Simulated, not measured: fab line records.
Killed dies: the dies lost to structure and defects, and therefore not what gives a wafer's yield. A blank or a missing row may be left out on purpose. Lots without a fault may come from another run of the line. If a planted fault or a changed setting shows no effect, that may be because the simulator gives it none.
One fault through the eyes of 2 desks    flow nandHarc    each desk has only its own numbers; what lay behind them comes last

== THE DEFECT DESK ==
Lot by lot, what the route's inspections counted, given as the mean of those sampled wafers with a number. If a lot's mean is further than 4 standard deviations from the usual mean, the lot is out of limits and carries the mark OUT (the distance appears in the brackets).
Columns: A = rawDefectCount at NHARC_A_BLC_INSPECT_28, usual 513; B = rawDefectCount at NHARC_A_M0_INSPECT_11, usual 85
lot   first seen here  A    B
L985  day 23 05:37     476  102
L989  day 23 14:22     490  31
L996  day 27 15:52     597  438 (+8.0) OUT
L997  day 27 17:41     680  526 (+10) OUT
L104  day 31 05:25     359  44
L108  day 32 19:49     520  71
This desk finds L996, L997 out of limits, L996 being first, at day 27 16:54 (rawDefectCount at NHARC_A_M0_INSPECT_11). In limits: L985, L989, L104, L108.

== METROLOGY DESK ==
Means of the sampled wafers that have a number, per lot and without regard to the tool the lot ran on: this is what the gauges read. If a lot's mean is further than 4 standard deviations from the usual mean, the lot is out of limits and carries the mark OUT (the distance appears in the brackets).
Columns: A = cdNm at NHARC_A_M0_CD_MEAS_09, usual 80.1 nm; B = overlayXNm at NHARC_A_M0_OVL_MEAS_10, usual -0.2 nm; C = overlayYNm at NHARC_A_M0_OVL_MEAS_10, usual 0.0 nm
lot   first seen here  A     B     C
L985  day 23 06:31     79.7  1.1   -0.2
L989  day 23 15:09     80.4  0.5   0.6
L996  day 27 16:46     80.0  0.4   -0.7
L997  day 27 18:28     79.9  -1.3  0.6
L104  day 31 06:11     81.0  -0.2  0.3
L108  day 32 20:43     81.1  -1.8  0.3
This desk's finding: nothing out of limits on any of the 6 lots.

== ALL TOGETHER ==
The defect desk could have raised an alarm at day 27 16:54, on L996, L997.
Metrology desk: nothing out of limits seen.
The metrology desk has L996, L997 on record, within its limits.
NHARC_A_M0_DEP_00 was run on pecvd-03 by each of the lots named.

== WHAT WAS PUT IN BY THE SIMULATOR ==
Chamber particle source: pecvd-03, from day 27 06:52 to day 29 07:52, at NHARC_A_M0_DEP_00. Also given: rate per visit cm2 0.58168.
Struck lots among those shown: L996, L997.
Hours from the fault's start to each desk's first reading out of limits: the defect desk, 10.
